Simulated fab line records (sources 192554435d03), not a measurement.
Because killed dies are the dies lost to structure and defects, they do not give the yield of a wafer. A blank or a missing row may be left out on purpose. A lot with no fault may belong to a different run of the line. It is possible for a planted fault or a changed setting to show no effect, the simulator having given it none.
Which tool did it? | flow n5-finfet | 28 wafers from 10 lots sampled at 5 of the route's 1938 steps

## WHAT EACH GAUGE READ, for each wafer
N5_BEOL_M4_RC_MEAS_101. Usual: CJ_N 4.36, standard deviation 0.078; CJ_P 5.77, standard deviation 0.14; DIBL_N 35.7 mV/V, standard deviation 1.3; DIBL_P 35.4 mV/V, standard deviation 1.8; IOFF_N 0.152 nA/um, standard deviation 0.027; IOFF_P 0.20 nA/um, standard deviation 0.034; ION_N 672 uA/um, standard deviation 9.8; ION_P 461 uA/um, standard deviation 7.5; RS_NWELL 1036 ohm/sq, standard deviation 7.2; RS_PWELL 3013 ohm/sq, standard deviation 23; SS_N 71.4 mV/dec, standard deviation 0.55; SS_P 73.1 mV/dec, standard deviation 0.61; VT_N 251 mV, standard deviation 3.3; VT_P -251 mV, standard deviation 3.6.
lot  | measured     | on        | CJ_N           | CJ_P           | DIBL_N (mV/V)  | DIBL_P (mV/V)  | IOFF_N (nA/um)    | IOFF_P (nA/um) | ION_N (uA/um) | ION_P (uA/um) | RS_NWELL (ohm/sq) | RS_PWELL (ohm/sq) | SS_N (mV/dec)  | SS_P (mV/dec)  | VT_N (mV)   | VT_P (mV)      | flag
L822 | day 7 23:58  | prober-01 | 4.45 4.35 4.32 | 5.74 5.91 5.76 | 34.0 35.2 34.4 | 32.5 34.1 34.2 | 0.114 0.133 0.126 | 0.16 0.18 0.18 | 661 670 659   | 457 464 452   | 1036 1041 1030    | 3050 3006 3007    | 70.3 70.6 71.3 | 72.7 73.5 73.0 | 255 253 255 | -255 -251 -250 |
L823 | day 8 11:07  | prober-01 | 4.49 4.50 4.42 | 5.77 5.72 5.75 | 38.6 34.7 34.8 | 38.5 32.9 34.2 | 0.217 0.139 0.144 | 0.30 0.21 0.22 | 674 671 673   | 468 463 460   | 1022 1031 1032    | 3013 3035 3056    | 72.4 71.0 71.6 | 74.4 72.9 73.5 | 248 251 251 | -244 -249 -248 |
L824 | day 8 13:11  | prober-02 | 4.29 4.31 4.23 | 5.77 5.52 5.66 | 34.3 34.6 33.5 | 36.0 34.9 35.0 | 0.149 0.144 0.146 | 0.18 0.17 0.17 | 676 664 670   | 457 455 459   | 1031 1037 1032    | 3044 3006 3008    | 70.9 71.6 70.7 | 72.8 72.0 73.0 | 252 254 251 | -255 -253 -252 |
L825 | day 8 23:14  | prober-01 | 4.35 4.41 4.37 | 5.83 5.73 5.95 | 35.8 36.4 36.6 | 36.2 37.6 37.3 | 0.162 0.186 0.188 | 0.18 0.19 0.19 | 676 688 673   | 452 469 453   | 1050 1040 1034    | 2998 2977 2981    | 71.3 71.3 72.3 | 73.1 73.7 73.8 | 253 246 251 | -258 -252 -253 |
L827 | day 9 08:35  | prober-02 | 4.41 4.44 4.34 | 5.57 5.63 5.61 | 35.7 35.7 35.1 | 36.7 36.7 36.3 | 0.162 0.163 0.152 | 0.23 0.23 0.22 | 680 678 678   | 468 467 467   | 1042 1029 1036    | 3033 3005 3011    | 71.3 71.4 71.0 | 72.6 72.1 73.0 | 247 247 249 | -247 -248 -247 |
L828 | day 9 17:50  | prober-02 | 4.29 4.37 4.39 | 5.68 5.71 5.60 | 36.0 35.9 35.6 | 36.9 36.5 35.6 | 0.162 0.157 0.153 | 0.21 0.20 0.20 | 676 682 674   | 465 459 462   | 1040 1039 1033    | 3021 3013 3013    | 72.1 71.7 71.3 | 73.2 72.6 73.1 | 247 248 248 | -251 -250 -250 |
L829 | day 10 02:28 | prober-02 | 4.28 3.17      | 5.78 4.54      | 33.7 37.2      | 32.3 34.5      | 0.114 0.182       | 0.16 0.20      | 666 674       | 458 461       | 1037 1014         | 2985 2862         | 70.7 73.1      | 72.2 73.5      | 256 253     | -253 -247      | OFF
L830 | day 10 03:15 | prober-02 | 3.18 4.29 3.03 | 4.73 5.80 4.83 | 37.8 37.6 38.6 | 35.1 35.7 36.7 | 0.178 0.154 0.190 | 0.20 0.21 0.23 | 676 669 679   | 460 459 460   | 1015 1035 1023    | 2846 2995 2869    | 73.0 71.6 73.0 | 73.6 73.0 73.3 | 250 250 252 | -248 -251 -248 | OFF
L832 | day 10 20:56 | prober-02 | 3.27 4.37      | 4.80 5.94      | 39.5 36.1      | 35.8 34.5      | 0.245 0.168       | 0.24 0.21      | 684 684       | 469 468       | 1014 1016         | 2866 3028         | 72.7 70.3      | 73.2 73.2      | 244 244     | -247 -248      | OFF
L838 | day 12 15:07 | prober-01 | 4.42 4.41 4.44 | 6.09 6.09 5.95 | 34.7 33.4 35.4 | 33.2 31.7 35.0 | 0.143 0.122 0.164 | 0.19 0.17 0.21 | 674 666 676   | 463 462 469   | 1047 1046 1047    | 3022 3038 3031    | 72.2 71.8 72.1 | 73.0 73.3 73.5 | 252 254 252 | -249 -251 -249 |

N5_BEOL_M5_THK_MEAS_01. Usual: M5_ILD_THK typically reads 121.3 nm, with standard deviation 1.6.
lot  | measured     | on            | M5_ILD_THK (nm)   | flag
L822 | day 8 01:21  | film-metro-01 | 120.1 121.6 120.2 |
L823 | day 8 13:08  | film-metro-02 | 121.2 121.5 121.7 |
L824 | day 8 14:44  | film-metro-01 | 121.9 120.3 123.2 |
L825 | day 9 00:37  | film-metro-01 | 120.4 123.2 121.1 |
L827 | day 9 09:48  | film-metro-02 | 123.6 124.4 123.4 |
L828 | day 9 19:13  | film-metro-01 | 122.0 121.5 123.8 |
L829 | day 10 03:52 | film-metro-01 | 118.4 121.1       |
L830 | day 10 04:47 | film-metro-01 | 119.1 119.6 118.6 |
L832 | day 10 22:28 | film-metro-02 | 120.6 122.2       |
L838 | day 12 16:29 | film-metro-01 | 121.0 121.6 122.3 |

## WHAT TOOL EACH LOT RAN ON (gives the tool, then ch and the chambers of the sampled wafers, and finally the start)
lot  | N5_WELL_APT_EPI_41             | N5_BEOL_M4_SPUTTER_94        | N5_BEOL_M5_CURE_79
L822 | epi-rpcvd-03 ch 0, day 1 22:34 | pvd-sputter-03, day 7 19:35  | uv-cure-01 ch 1, day 8 00:55
L823 | epi-rpcvd-02 ch 0, day 2 04:21 | pvd-sputter-03, day 8 06:21  | uv-cure-01 ch 0, day 8 12:09
L824 | epi-rpcvd-03 ch 0, day 2 10:09 | pvd-sputter-03, day 8 08:50  | uv-cure-03 ch 2, day 8 14:13
L825 | epi-rpcvd-03 ch 0, day 2 16:05 | pvd-sputter-03, day 8 19:16  | uv-cure-02 ch 0, day 9 00:11
L827 | epi-rpcvd-03 ch 0, day 3 04:56 | pvd-sputter-03, day 9 03:35  | uv-cure-02 ch 2, day 9 09:27
L828 | epi-rpcvd-03 ch 0, day 3 10:19 | pvd-sputter-01, day 9 14:25  | uv-cure-02 ch 0, day 9 18:46
L829 | epi-rpcvd-03 ch 0, day 3 16:15 | pvd-sputter-02, day 9 20:40  | uv-cure-01 ch 1, day 10 03:26
L830 | epi-rpcvd-03 ch 0, day 3 22:20 | pvd-sputter-03, day 9 21:44  | uv-cure-02 ch 0, day 10 04:17
L832 | epi-rpcvd-03 ch 0, day 4 10:04 | pvd-sputter-02, day 10 18:08 | uv-cure-03 ch 2, day 10 21:58
L838 | epi-rpcvd-01 ch 0, day 5 22:04 | pvd-sputter-02, day 12 13:33 | uv-cure-03 ch 2, day 12 16:04
- N5_WELL_APT_EPI_41: deposits Si from SiH4/H2, target thk 50 nm, time 297.7 s.
- N5_BEOL_M4_SPUTTER_94: material Cu, target thk 4.5 nm, time 8.29 s.
- N5_BEOL_M5_CURE_79: cures SiCOH lowk, time 240 s.

## WHAT THE TOOLS THEMSELVES READ (means of the sampled wafers that have a number; where no wafer has one, the mark that the record gives instead)
N5_WELL_APT_EPI_41. Usual: 11.34 % for throttle-valve-pct, sd 0.18.
lot  | tool         | throttle-valve-pct (%) | flag
L822 | epi-rpcvd-03 | 11.31                  |
L823 | epi-rpcvd-02 | 11.33                  |
L824 | epi-rpcvd-03 | 11.19                  |
L825 | epi-rpcvd-03 | 11.51                  |
L827 | epi-rpcvd-03 | 11.33                  |
L828 | epi-rpcvd-03 | 11.32                  |
L829 | epi-rpcvd-03 | 11.27                  |
L830 | epi-rpcvd-03 | 11.22                  |
L832 | epi-rpcvd-03 | 11.20                  |
L838 | epi-rpcvd-01 | 11.15                  |

N5_BEOL_M4_SPUTTER_94. Usual: 29.8 % for throttle-valve-pct, sd 0.77.
lot  | tool           | throttle-valve-pct (%) | flag
L822 | pvd-sputter-03 | 29.6                   |
L823 | pvd-sputter-03 | 29.4                   |
L824 | pvd-sputter-03 | 29.8                   |
L825 | pvd-sputter-03 | 30.0                   |
L827 | pvd-sputter-03 | 29.4                   |
L828 | pvd-sputter-01 | 30.3                   |
L829 | pvd-sputter-02 | 29.2                   |
L830 | pvd-sputter-03 | 29.4                   |
L832 | pvd-sputter-02 | 28.5                   |
L838 | pvd-sputter-02 | 29.5                   |

N5_BEOL_M5_CURE_79. Usual: lamp-power-pct 52.31 %, standard deviation 0.052; wafer_temp_C_max 386.8, standard deviation 0.61.
lot  | tool       | lamp-power-pct (%) | wafer_temp_C_max | flag
L822 | uv-cure-01 | 52.30              | 387.8            |
L823 | uv-cure-01 | 52.27              | 386.7            |
L824 | uv-cure-03 | 52.32              | 386.6            |
L825 | uv-cure-02 | 52.31              | 387.6            |
L827 | uv-cure-02 | 52.29              | 386.3            |
L828 | uv-cure-02 | 52.33              | 387.4            |
L829 | uv-cure-01 | 52.32              | 387.3            |
L830 | uv-cure-02 | 52.30              | 387.2            |
L832 | uv-cure-03 | 52.34              | 386.6            |
L838 | uv-cure-03 | 52.29              | 386.0            |

## THE ANSWER, worked out from the rows above alone
Rule: a lot counts as off when the mean over its wafers that have a number is more than 3 standard deviations away from the usual mean. A lot without any number at a reading at which 4 lots or more have one is off too. The other lots that the step has rows for count as sound. Order of review: gauges by route order, followed by the tools' own readings, for which a lot's mean as printed above is used. The first step at which some lot is off is used, and at that step the reading that is off furthest; a lot without a number counts as furthest.
Off: L829, L830, L832, at N5_BEOL_M4_RC_MEAS_101 (CJ_N).
A tool fits if, at a process step before that reading, it ran every lot that is off, and no sound lot after the first of them. Those tools and the gauges at N5_BEOL_M4_RC_MEAS_101 are tried in the same way. Can't be told from this: 2 tools fit, epi-rpcvd-03 at N5_WELL_APT_EPI_41, prober-02 at N5_BEOL_M4_RC_MEAS_101.

## WHAT THE SIMULATOR HAD PUT IN
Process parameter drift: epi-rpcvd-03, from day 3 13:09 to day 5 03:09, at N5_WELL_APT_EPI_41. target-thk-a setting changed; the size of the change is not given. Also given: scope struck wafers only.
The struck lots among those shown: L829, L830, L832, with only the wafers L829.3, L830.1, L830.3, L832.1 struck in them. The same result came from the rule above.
